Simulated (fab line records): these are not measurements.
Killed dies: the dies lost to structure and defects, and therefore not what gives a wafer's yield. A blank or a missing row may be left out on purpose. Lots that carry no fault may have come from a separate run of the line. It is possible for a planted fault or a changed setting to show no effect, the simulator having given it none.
fab line records + flow nand_harc
record
- lots=6
- wafers=18
- last_day=34
route steps=1302 shown A_ONON_D2@552 END@1302
lots that met no fault: taken from a fault-free run of the same line
start_h: hours from the record's first day to the start of the lot's first wafer shown + wait_h: hours from the lot's prior step to this one + " the same as in the row above + L1.1+2: several wafers, shown together as one row + - no value, or no start given + * or withheld: withheld + < > ~ a bound
route shown NAME@n: names a module that has steps shown in the file, with the first one's number in the route + usual: mean/standard deviation taken from wafers without a fault + same: alike in all rows + chamber/n: place in a boat + sites: readings site by site + _std_site: how widely they spread, as a standard deviation + _edge_site: the outer-site mean with the inner-site mean subtracted + radius_mm: how far each site lies from the wafer's centre + mask NAME#n: copy n + behind: the last tool/chamber to shape the wafer + hold: what put the lot on hold/how long, in hours/how the hold closed + device: transistor that didn't switch, given as n, p or np + end of line: the tests these same wafers got at the end of their route + for a step that has no rows: nothing shown but its recipe + killed: not the wafer's yield, but the dies lost to structure and defects at the first sort + map: per-die view of a wafer (x killed, . not killed, _ where there is no die)
set.NAME: the setting as run; set.NAME@STEP: as run at that earlier step + model.NAME: the simulator's own value behind a step, which no gauge read
lots at selected steps of the route; one table per step, one row per wafer
services: a tool's chamber out of use, with start hour (start_h, from the record's first day; less than 0 if before it), hours out, and reason
## steps
# step NHARC_A_ONON_D2_THK_MEAS_11
# recipe
- thk_meas_gauge=ellipsometry
# usual
- thk_nm=999/9.6
| lot.wafer | tool          | chamber | start_h | wait_h | thk_nm |
|-----------|---------------|---------|---------|--------|--------|
| L546.3    | film_metro-02 | -       | 296.81  | -      | 1009   |
| L546.5    | "             | -       | "       | "      | 1011   |
| L546.6    | "             | -       | "       | "      | 1008   |
| L550.1    | film_metro-01 | -       | 338.76  | -      | 994    |
| L550.2    | "             | -       | "       | "      | 989    |
| L550.5    | "             | -       | "       | "      | 991    |
| L557.1    | film_metro-01 | -       | 397.69  | -      | 990    |
| L557.2    | "             | -       | "       | "      | 992    |
| L557.4    | "             | -       | "       | "      | 992    |
| L560.3    | film_metro-01 | -       | 439.67  | -      | 986    |
| L560.4    | "             | -       | "       | "      | 983    |
| L560.5    | "             | -       | "       | "      | 985    |
| L566.2    | film_metro-02 | -       | 505.96  | -      | 988    |
| L566.5    | "             | -       | "       | "      | 989    |
| L566.6    | "             | -       | "       | "      | 989    |
| L567.1    | film_metro-02 | -       | 520.71  | -      | 992    |
| L567.3    | "             | -       | "       | "      | 993    |
| L567.4    | "             | -       | "       | "      | 992    |
# step NHARC_A_ONON_D2_DEP_12
# recipe
- target_thk_a=10000
- n2_flow_sccm=2750
- n2o_flow_sccm=2000
- nh3_flow_sccm=500
- sih4_flow_sccm=210
- temp_c=400
# step NHARC_A_ONON_D2_THK_MEAS_14
# recipe
- thk_meas_gauge=ellipsometry
# usual
- thk_nm=1002/7.6
| lot.wafer | tool          | chamber | start_h | wait_h | thk_nm |
|-----------|---------------|---------|---------|--------|--------|
| L546.3    | film_metro-02 | -       | 297.38  | -      | 999    |
| L546.5    | "             | -       | "       | "      | 998    |
| L546.6    | "             | -       | "       | "      | 1000   |
| L550.1    | film_metro-01 | -       | 339.33  | -      | 1000   |
| L550.2    | "             | -       | "       | "      | 999    |
| L550.5    | "             | -       | "       | "      | 1001   |
| L557.1    | film_metro-02 | -       | 398.25  | -      | 1003   |
| L557.2    | "             | -       | "       | "      | 1003   |
| L557.4    | "             | -       | "       | "      | 1004   |
| L560.3    | film_metro-01 | -       | 440.24  | -      | 1007   |
| L560.4    | "             | -       | "       | "      | 1008   |
| L560.5    | "             | -       | "       | "      | 1009   |
| L566.2    | film_metro-01 | -       | 506.53  | -      | 1006   |
| L566.5    | "             | -       | "       | "      | 1008   |
| L566.6    | "             | -       | "       | "      | 1005   |
| L567.1    | film_metro-01 | -       | 521.28  | -      | 1002   |
| L567.3    | "             | -       | "       | "      | 1005   |
| L567.4    | "             | -       | "       | "      | 1005   |
# step NHARC_A_ONON_D2_ANNEAL_15
# recipe
- temp_c=750
- time_s=3600
# step NHARC_A_ONON_D2_DEP_16
# recipe
- target_thk_a=10000
- n2_flow_sccm=2750
- n2o_flow_sccm=2000
- nh3_flow_sccm=500
- sih4_flow_sccm=210
- temp_c=400
# step NHARC_A_ONON_D2_THK_MEAS_18
# recipe
- thk_meas_gauge=ellipsometry
# usual
- thk_nm=997/7.2
| lot.wafer | tool          | chamber | start_h | wait_h | thk_nm |
|-----------|---------------|---------|---------|--------|--------|
| L546.3    | film_metro-01 | -       | 306.92  | -      | 1006   |
| L546.5    | "             | -       | "       | "      | 1006   |
| L546.6    | "             | -       | "       | "      | 1007   |
| L550.1    | film_metro-01 | -       | 346.59  | -      | 987    |
| L550.2    | "             | -       | "       | "      | 988    |
| L550.5    | "             | -       | "       | "      | 986    |
| L557.1    | film_metro-02 | -       | 409.46  | -      | 1012   |
| L557.2    | "             | -       | "       | "      | 1013   |
| L557.4    | "             | -       | "       | "      | 1011   |
| L560.3    | film_metro-01 | -       | 447.61  | -      | 991    |
| L560.4    | "             | -       | "       | "      | 993    |
| L560.5    | "             | -       | "       | "      | 991    |
| L566.2    | film_metro-02 | -       | 514.30  | -      | 997    |
| L566.5    | "             | -       | "       | "      | 998    |
| L566.6    | "             | -       | "       | "      | 997    |
| L567.1    | film_metro-02 | -       | 529.33  | -      | 1001   |
| L567.3    | "             | -       | "       | "      | 999    |
| L567.4    | "             | -       | "       | "      | 998    |
# step NHARC_A_ONON_D2_DEP_19
# recipe
- target_thk_a=10000
- n2_flow_sccm=2750
- n2o_flow_sccm=2000
- nh3_flow_sccm=500
- sih4_flow_sccm=210
- temp_c=400
# step NHARC_A_ONON_D2_THK_MEAS_21
# recipe
- thk_meas_gauge=ellipsometry
# usual
- thk_nm=1000/10
| lot.wafer | tool          | chamber | start_h | wait_h | thk_nm |
|-----------|---------------|---------|---------|--------|--------|
| L546.3    | film_metro-01 | -       | 307.49  | -      | 973    |
| L546.5    | "             | -       | "       | "      | 974    |
| L546.6    | "             | -       | "       | "      | 973    |
| L550.1    | film_metro-01 | -       | 347.15  | -      | 995    |
| L550.2    | "             | -       | "       | "      | 993    |
| L550.5    | "             | -       | "       | "      | 997    |
| L557.1    | film_metro-01 | -       | 410.02  | -      | 998    |
| L557.2    | "             | -       | "       | "      | 997    |
| L557.4    | "             | -       | "       | "      | 998    |
| L560.3    | film_metro-01 | -       | 448.23  | -      | 997    |
| L560.4    | "             | -       | "       | "      | 998    |
| L560.5    | "             | -       | "       | "      | 999    |
| L566.2    | film_metro-02 | -       | 514.87  | -      | 994    |
| L566.5    | "             | -       | "       | "      | 993    |
| L566.6    | "             | -       | "       | "      | 994    |
| L567.1    | film_metro-01 | -       | 529.90  | -      | 985    |
| L567.3    | "             | -       | "       | "      | 984    |
| L567.4    | "             | -       | "       | "      | 986    |
# step NHARC_A_ONON_D2_DEP_22
# recipe
- target_thk_a=10000
- n2_flow_sccm=2750
- n2o_flow_sccm=2000
- nh3_flow_sccm=500
- sih4_flow_sccm=210
- temp_c=400
# step NHARC_A_ONON_D2_THK_MEAS_24
# recipe
- thk_meas_gauge=ellipsometry
# usual
- thk_nm=1003/8.4
| lot.wafer | tool          | chamber | start_h | wait_h | thk_nm |
|-----------|---------------|---------|---------|--------|--------|
| L546.3    | film_metro-01 | -       | 308.06  | -      | 992    |
| L546.5    | "             | -       | "       | "      | 994    |
| L546.6    | "             | -       | "       | "      | 994    |
| L550.1    | film_metro-01 | -       | 347.72  | -      | 1010   |
| L550.2    | "             | -       | "       | "      | 1009   |
| L550.5    | "             | -       | "       | "      | 1009   |
| L557.1    | film_metro-02 | -       | 410.59  | -      | 996    |
| L557.2    | "             | -       | "       | "      | 994    |
| L557.4    | "             | -       | "       | "      | 998    |
| L560.3    | film_metro-01 | -       | 448.79  | -      | 1001   |
| L560.4    | "             | -       | "       | "      | 1000   |
| L560.5    | "             | -       | "       | "      | 999    |
| L566.2    | film_metro-02 | -       | 515.44  | -      | 1007   |
| L566.5    | "             | -       | "       | "      | 1008   |
| L566.6    | "             | -       | "       | "      | 1007   |
| L567.1    | film_metro-02 | -       | 530.46  | -      | 1013   |
| L567.3    | "             | -       | "       | "      | 1015   |
| L567.4    | "             | -       | "       | "      | 1015   |
# step NHARC_A_ONON_D2_DEP_25
# recipe
- target_thk_a=10000
- n2_flow_sccm=2750
- n2o_flow_sccm=2000
- nh3_flow_sccm=500
- sih4_flow_sccm=210
- temp_c=400
# step NHARC_A_ONON_D2_THK_MEAS_27
# recipe
- thk_meas_gauge=ellipsometry
# usual
- thk_nm=1000/10
| lot.wafer | tool          | chamber | start_h | wait_h | thk_nm |
|-----------|---------------|---------|---------|--------|--------|
| L546.3    | film_metro-01 | -       | 308.62  | -      | 1000   |
| L546.5    | "             | -       | "       | "      | 1001   |
| L546.6    | "             | -       | "       | "      | 999    |
| L550.1    | film_metro-01 | -       | 348.28  | -      | 996    |
| L550.2    | "             | -       | "       | "      | 998    |
| L550.5    | "             | -       | "       | "      | 996    |
| L557.1    | film_metro-01 | -       | 411.16  | -      | 997    |
| L557.2    | "             | -       | "       | "      | 997    |
| L557.4    | "             | -       | "       | "      | 997    |
| L560.3    | film_metro-02 | -       | 449.35  | -      | 1016   |
| L560.4    | "             | -       | "       | "      | 1016   |
| L560.5    | "             | -       | "       | "      | 1015   |
| L566.2    | film_metro-02 | -       | 516.00  | -      | 988    |
| L566.5    | "             | -       | "       | "      | 989    |
| L566.6    | "             | -       | "       | "      | 989    |
| L567.1    | film_metro-01 | -       | 531.07  | -      | 1017   |
| L567.3    | "             | -       | "       | "      | 1015   |
| L567.4    | "             | -       | "       | "      | 1015   |
# step NHARC_A_ONON_D2_DEP_28
# recipe
- target_thk_a=10000
- n2_flow_sccm=2750
- n2o_flow_sccm=2000
- nh3_flow_sccm=500
- sih4_flow_sccm=210
- temp_c=400
# usual
- sih4_flow_sccm=210.1/0.66
| lot.wafer | tool          | chamber | start_h | wait_h | sih4_flow_sccm |
|-----------|---------------|---------|---------|--------|----------------|
| L546.3    | pecvd_onon-01 | 0       | 308.79  | 0.2    | 210.1          |
| L546.5    | "             | 0       | "       | "      | 211.0          |
| L546.6    | "             | 0       | "       | "      | 209.5          |
| L550.1    | pecvd_onon-01 | 0       | 348.34  | 0.1    | 209.5          |
| L550.2    | "             | 0       | "       | "      | 210.4          |
| L550.5    | "             | 0       | "       | "      | 209.6          |
| L557.1    | pecvd_onon-01 | 0       | 411.22  | 0.1    | 209.3          |
| L557.2    | "             | 0       | "       | "      | 210.0          |
| L557.4    | "             | 0       | "       | "      | 210.1          |
| L560.3    | pecvd_onon-01 | 0       | 449.52  | 0.2    | 210.8          |
| L560.4    | "             | 0       | "       | "      | 210.6          |
| L560.5    | "             | 0       | "       | "      | 210.4          |
| L566.2    | pecvd_onon-01 | 0       | 516.11  | 0.1    | 210.3          |
| L566.5    | "             | 0       | "       | "      | 210.1          |
| L566.6    | "             | 0       | "       | "      | 209.8          |
| L567.1    | pecvd_onon-04 | 0       | 531.13  | 0.1    | 209.6          |
| L567.3    | "             | 0       | "       | "      | 209.2          |
| L567.4    | "             | 0       | "       | "      | 209.2          |
# step NHARC_A_ONON_D2_THK_MEAS_30
# recipe
- thk_meas_gauge=ellipsometry
# usual
- thk_nm=1002/10
| lot.wafer | tool          | chamber | start_h | wait_h | thk_nm |
|-----------|---------------|---------|---------|--------|--------|
| L546.3    | film_metro-01 | -       | 309.19  | -      | 985    |
| L546.5    | "             | -       | "       | "      | 987    |
| L546.6    | "             | -       | "       | "      | 986    |
| L550.1    | film_metro-01 | -       | 348.85  | -      | 1024   |
| L550.2    | "             | -       | "       | "      | 1023   |
| L550.5    | "             | -       | "       | "      | 1023   |
| L557.1    | film_metro-01 | -       | 411.73  | -      | 643    |
| L557.2    | "             | -       | "       | "      | 644    |
| L557.4    | "             | -       | "       | "      | 642    |
| L560.3    | film_metro-01 | -       | 449.92  | -      | 623    |
| L560.4    | "             | -       | "       | "      | 624    |
| L560.5    | "             | -       | "       | "      | 623    |
| L566.2    | film_metro-02 | -       | 516.57  | -      | 993    |
| L566.5    | "             | -       | "       | "      | 993    |
| L566.6    | "             | -       | "       | "      | 991    |
| L567.1    | film_metro-01 | -       | 531.64  | -      | 1012   |
| L567.3    | "             | -       | "       | "      | 1012   |
| L567.4    | "             | -       | "       | "      | 1011   |
# step NHARC_A_ONON_D2_DEP_33
# recipe
- target_thk_a=2000
- temp_c=400
- pressure_torr=6.5
- rf_w=900
- teos_flow_sccm=161.4
- flow_sccm=2650
- target_thk_nm=200
- gas=O2
- material=SiO2
# usual
- heater_power_w=538/100
- showerhead_vpp_V=1834/78
- throttle_valve_pct=15.7/0.46
| lot.wafer | tool     | chamber | start_h | wait_h | heater_power_w | showerhead_vpp_V | throttle_valve_pct |
|-----------|----------|---------|---------|--------|----------------|------------------|--------------------|
| L546.3    | pecvd-01 | 1       | 309.24  | 0.1    | 618            | 1677             | 15.8               |
| L546.6    | "        | 1       | "       | "      | 601            | 1688             | 15.8               |
| L546.5    | "        | 0       | "       | "      | 668            | 1820             | 15.3               |
| L550.1    | pecvd-01 | 0       | 348.90  | 0.1    | 601            | 1846             | 14.8               |
| L550.2    | "        | 2       | "       | "      | 407            | 1860             | 15.1               |
| L550.5    | "        | 2       | "       | "      | 405            | 1866             | 15.1               |
| L557.2    | pecvd-04 | 0       | 411.78  | 0.1    | 488            | 1869             | 15.8               |
| L557.1    | "        | 1       | "       | "      | 552            | 1902             | 16.2               |
| L557.4    | "        | 2       | "       | "      | 458            | 1859             | 16.1               |
| L560.3    | pecvd-04 | 2       | 450.11  | 0.2    | 465            | 1830             | 16.0               |
| L560.4    | "        | 0       | "       | "      | 553            | 1868             | 15.7               |
| L560.5    | "        | 2       | "       | "      | 465            | 1842             | 16.2               |
| L566.2    | pecvd-04 | 0       | 516.62  | 0.1    | 434            | 1874             | 16.2               |
| L566.5    | "        | 1       | "       | "      | 648            | 1906             | 15.5               |
| L566.6    | "        | 2       | "       | "      | 538            | 1824             | 16.2               |
| L567.3    | pecvd-01 | 2       | 531.69  | 0.1    | 355            | 1820             | 15.1               |
| L567.1    | "        | 1       | "       | "      | 579            | 1658             | 15.1               |
| L567.4    | "        | 0       | "       | "      | 706            | 1839             | 14.4               |
# step NHARC_END_SORT_01
# recipe
- temp_c=25
# usual
- killed_at_array=52/17
- killed_at_other=0.9/1.2
- killed_at_periphery=3.9/2.7
- killed_dies=57/16
- killed_open=3.3/1.9
- killed_short=2.5/1.5
# same
- gross_dies=677
| lot.wafer | tool      | chamber | start_h | wait_h | killed_at_array | killed_at_other | killed_at_periphery | killed_dies | killed_open | killed_short |
|-----------|-----------|---------|---------|--------|-----------------|-----------------|---------------------|-------------|-------------|--------------|
| L557.1    | prober-01 | 0       | 677.50  | 2.5    | 673             | 1               | 3                   | 677         | 4           | 3            |
| L557.2    | prober-01 | 0       | 678.31  | 2.8    | 671             | 6               | 0                   | 677         | 3           | 1            |
| L557.4    | prober-01 | 0       | 679.94  | 3.4    | 669             | 2               | 6                   | 677         | 2           | 0            |
| L560.3    | prober-01 | 0       | 722.30  | 3.1    | 667             | 2               | 8                   | 677         | 4           | 3            |
| L560.4    | prober-01 | 0       | 723.10  | 3.4    | 674             | 0               | 3                   | 677         | 1           | 3            |
| L560.5    | prober-01 | 0       | 723.90  | 3.7    | 671             | 2               | 4                   | 677         | 3           | 2            |
# killed by level:class
L557.1 A_ONON_D2:area_dep=615 A_CHANNEL_HOLE_D1:chamber_film_flake=30 A_CHANNEL_HOLE_D2:chamber_film_flake=16 A_SLIT:chamber_film_flake=2 A_CONTACT:chamber_film_flake=2 P_GATE:geometric_particle:open=1 P_M0:geometric_particle:open=1 A_ONON_D1:geometric_particle:open=1
L557.2 A_ONON_D2:area_dep=616 A_CHANNEL_HOLE_D1:chamber_film_flake=37 A_CHANNEL_HOLE_D2:chamber_film_flake=6 THIN_TSV:chamber_film_flake=5 A_CONTACT:chamber_film_flake=5 A_SLIT:chamber_film_flake=4 A_DECK1_JOINT:geometric_particle:short=1 A_CHANNEL_FILL_D2:geometric_particle:open=1
L557.4 A_ONON_D2:area_dep=604 A_CHANNEL_HOLE_D1:chamber_film_flake=32 A_CHANNEL_HOLE_D2:chamber_film_flake=18 A_SLIT:chamber_film_flake=8 A_CONTACT:chamber_film_flake=3 P_STI:chamber_film_flake=2 P_M1:chamber_film_flake=2 THIN_TSV:chamber_film_flake=2
L560.3 A_ONON_D2:area_dep=633 A_STAIRCASE:chamber_film_flake=8 A_SLIT:chamber_film_flake=7 A_CHANNEL_HOLE_D2:chamber_film_flake=6 A_CONTACT:chamber_film_flake=3 A_ONON_D1:geometric_particle:open=2 P_ZERO_WELL:chamber_film_flake=2 P_M2:chamber_film_flake=2
L560.4 A_ONON_D2:area_dep=617 A_CHANNEL_HOLE_D2:chamber_film_flake=17 A_STAIRCASE:chamber_film_flake=11 A_CHANNEL_HOLE_D1:chamber_film_flake=7 A_CONTACT:chamber_film_flake=5 A_SLIT:chamber_film_flake=5 A_BONDPAD:chamber_film_flake=4 P_M2:chamber_film_flake=2
L560.5 A_ONON_D2:area_dep=623 A_CHANNEL_HOLE_D2:chamber_film_flake=17 A_STAIRCASE:chamber_film_flake=7 A_CHANNEL_HOLE_D1:chamber_film_flake=6 A_SLIT:chamber_film_flake=5 P_GATE:chamber_film_flake=2 P_M2:chamber_film_flake=2 A_DECK1_JOINT:chamber_film_flake=2
# map L557.1 (x killed, . not)
____________x____________
_________xxxxxxx_________
_______xxxxxxxxxxx_______
______xxxxxxxxxxxxx______
_____xxxxxxxxxxxxxxx_____
____xxxxxxxxxxxxxxxxx____
____xxxxxxxxxxxxxxxxx____
___xxxxxxxxxxxxxxxxxxx___
___xxxxxxxxxxxxxxxxxxx___
__xxxxxxxxxxxxxxxxxxxxx__
__xxxxxxxxxxxxxxxxxxxxx__
_xxxxxxxxxxxxxxxxxxxxxxx_
_xxxxxxxxxxxxxxxxxxxxxxx_
_xxxxxxxxxxxxxxxxxxxxxxx_
_xxxxxxxxxxxxxxxxxxxxxxx_
_xxxxxxxxxxxxxxxxxxxxxxx_
xxxxxxxxxxxxxxxxxxxxxxxxx
xxxxxxxxxxxxxxxxxxxxxxxxx
xxxxxxxxxxxxxxxxxxxxxxxxx
xxxxxxxxxxxxxxxxxxxxxxxxx
xxxxxxxxxxxxxxxxxxxxxxxxx
_xxxxxxxxxxxxxxxxxxxxxxx_
_xxxxxxxxxxxxxxxxxxxxxxx_
_xxxxxxxxxxxxxxxxxxxxxxx_
_xxxxxxxxxxxxxxxxxxxxxxx_
_xxxxxxxxxxxxxxxxxxxxxxx_
__xxxxxxxxxxxxxxxxxxxxx__
__xxxxxxxxxxxxxxxxxxxxx__
___xxxxxxxxxxxxxxxxxxx___
___xxxxxxxxxxxxxxxxxxx___
____xxxxxxxxxxxxxxxxx____
____xxxxxxxxxxxxxxxxx____
_____xxxxxxxxxxxxxxx_____
______xxxxxxxxxxxxx______
_______xxxxxxxxxxx_______
_________xxxxxxx_________
____________x____________
# map L560.3 (x killed, . not)
____________x____________
_________xxxxxxx_________
_______xxxxxxxxxxx_______
______xxxxxxxxxxxxx______
_____xxxxxxxxxxxxxxx_____
____xxxxxxxxxxxxxxxxx____
____xxxxxxxxxxxxxxxxx____
___xxxxxxxxxxxxxxxxxxx___
___xxxxxxxxxxxxxxxxxxx___
__xxxxxxxxxxxxxxxxxxxxx__
__xxxxxxxxxxxxxxxxxxxxx__
_xxxxxxxxxxxxxxxxxxxxxxx_
_xxxxxxxxxxxxxxxxxxxxxxx_
_xxxxxxxxxxxxxxxxxxxxxxx_
_xxxxxxxxxxxxxxxxxxxxxxx_
_xxxxxxxxxxxxxxxxxxxxxxx_
xxxxxxxxxxxxxxxxxxxxxxxxx
xxxxxxxxxxxxxxxxxxxxxxxxx
xxxxxxxxxxxxxxxxxxxxxxxxx
xxxxxxxxxxxxxxxxxxxxxxxxx
xxxxxxxxxxxxxxxxxxxxxxxxx
_xxxxxxxxxxxxxxxxxxxxxxx_
_xxxxxxxxxxxxxxxxxxxxxxx_
_xxxxxxxxxxxxxxxxxxxxxxx_
_xxxxxxxxxxxxxxxxxxxxxxx_
_xxxxxxxxxxxxxxxxxxxxxxx_
__xxxxxxxxxxxxxxxxxxxxx__
__xxxxxxxxxxxxxxxxxxxxx__
___xxxxxxxxxxxxxxxxxxx___
___xxxxxxxxxxxxxxxxxxx___
____xxxxxxxxxxxxxxxxx____
____xxxxxxxxxxxxxxxxx____
_____xxxxxxxxxxxxxxx_____
______xxxxxxxxxxxxx______
_______xxxxxxxxxxx_______
_________xxxxxxx_________
____________x____________
## services
| tool          | chamber | start_h | hours | kind       |
|---------------|---------|---------|-------|------------|
| pecvd-04      | -       | 297.80  | 0.6   | repair     |
| pecvd_onon-04 | -       | 311.32  | 13.0  | pm         |
| pecvd-01      | -       | 311.40  | 13.0  | pm         |
| pecvd-01      | 0       | 311.40  | 13.0  | vent_cycle |
| pecvd-01      | 1       | 311.40  | 13.0  | vent_cycle |
| pecvd-01      | 2       | 311.40  | 13.0  | vent_cycle |
| pecvd-01      | 0       | 324.40  | -     | clean      |
| pecvd-01      | 1       | 324.40  | -     | clean      |
| pecvd-01      | 2       | 324.40  | -     | clean      |
| pecvd-04      | 1       | 349.72  | 4.1   | repair     |
| pecvd-01      | -       | 400.22  | 2.6   | repair     |
| pecvd-04      | -       | 421.20  | 0.6   | repair     |
| pecvd-01      | -       | 444.21  | 1.1   | repair     |
| pecvd-04      | 1       | 449.10  | 4.6   | repair     |
| pecvd-04      | -       | 450.39  | 13.0  | pm         |
| pecvd-04      | 0       | 450.39  | 13.0  | vent_cycle |
| pecvd-04      | 2       | 450.39  | 13.0  | vent_cycle |
| pecvd_onon-01 | -       | 450.67  | 13.0  | pm         |
| pecvd-04      | 0       | 463.39  | -     | clean      |
| pecvd-04      | 1       | 463.39  | -     | clean      |
| pecvd-04      | 2       | 463.39  | -     | clean      |
| pecvd-04      | 0       | 483.40  | 4.5   | repair     |
| pecvd_onon-04 | -       | 492.32  | 13.0  | pm         |
| pecvd-01      | -       | 492.40  | 13.0  | pm         |
## key
first_sign
- step=NHARC_A_ONON_D2_THK_MEAS_30
- reading=thk_nm
- direction=down
- sigmas=35
- usual=1002
- struck=633
effect
- step=NHARC_END_SORT_01
- reading=killed_dies
- direction=up
- sigmas=38
- usual=57
- struck=677
more_kills_born_at
- NHARC_A_ONON_D2_DEP_28@pecvd_onon-01=3708
met_at NHARC_A_ONON_D2_DEP_28
struck_wafers L557.1,L557.2,L557.4,L560.3,L560.4,L560.5
later_rows_left_out L557.1,L557.2,L557.4,L560.3,L560.4,L560.5
tester_left_out L557,L560
onset_between 348.34 411.22
fault
- kind=process_parameter_drift
- tool=pecvd_onon-01
- chamber=0
- onset_h=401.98
- steps=NHARC_A_ONON_D2_DEP_28
- channel=target_thk_a
- offset=*
- shape=step
- end_h=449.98
- acts_in=*
- stated=*
# tester_left_out: of these lots the tester's yield and bins aren't shown, on N5 and GAA mostly nor the transistor test; their killed dies are dies lost to structure and defects alone, not to doping, threshold or leakage, so they don't give the yield
# later_rows_left_out: the simulator's readings of these wafers behind a module that went badly wrong aren't trusted and aren't shown, but for the sort
